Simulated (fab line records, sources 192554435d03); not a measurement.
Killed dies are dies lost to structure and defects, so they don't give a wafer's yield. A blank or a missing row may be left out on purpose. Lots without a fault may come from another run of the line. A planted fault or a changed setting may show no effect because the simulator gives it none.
Chamber matching | flow n5_finfet | N5_BEOL_M3_CO_CAP_55 on cvd_co-02: 3 sister chambers
The step material Co, precursor CCTBA/H2, target thk 2 nm, time 102.1 s. 3 wafers are shown with their chamber, then 12 later ones without.

WAFERS WITH THEIR CHAMBER
wafer  | chamber | heater_power_w (W)
L092.4 | 2       | 242
L093.5 | 1       | 205
L093.6 | 0       | 253

WAFERS WITHOUT THEIR CHAMBER
wafer  | heater_power_w (W)
L094.2 | 238
L094.4 | 242
L094.6 | 249
L095.1 | 247
L095.3 | 252
L095.5 | 254
L097.2 | 254
L097.3 | 244
L097.4 | 212
L096.2 | 236
L096.4 | 243
L096.6 | 215

WHICH CHAMBER EACH WENT THROUGH
wafer  | from the rows above     | in truth
L094.2 | 2                       | 2
L094.4 | 2                       | 2
L094.6 | can't be placed: 0 or 2 | 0
L095.1 | can't be placed: 2 or 0 | 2
L095.3 | can't be placed: 0 or 2 | 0
L095.5 | 0                       | 0
L097.2 | 0                       | 0
L097.3 | can't be placed: 2 or 0 | 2
L097.4 | 1                       | 1
L096.2 | 2                       | 2
L096.4 | can't be placed: 2 or 0 | 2
L096.6 | 1                       | 1
Placed correctly: 7 of 12. Can't be placed from these rows: 5 (the true chamber is among the candidates in 5). Placed wrongly: 0.
How it was worked out, from the rows above alone: a wafer's distance from a chamber is the root of the sum, over the readings, of the square of ((its reading less the chamber's mean) divided by the reading's scatter). The wafer belongs to the nearest chamber; if the next one is less than 2 further off, it can't be placed. A chamber's mean is the mean of its shown wafers. The scatter: with one shown wafer a chamber, the root of the mean of the squares of how far each hidden wafer lies from its nearest shown one.
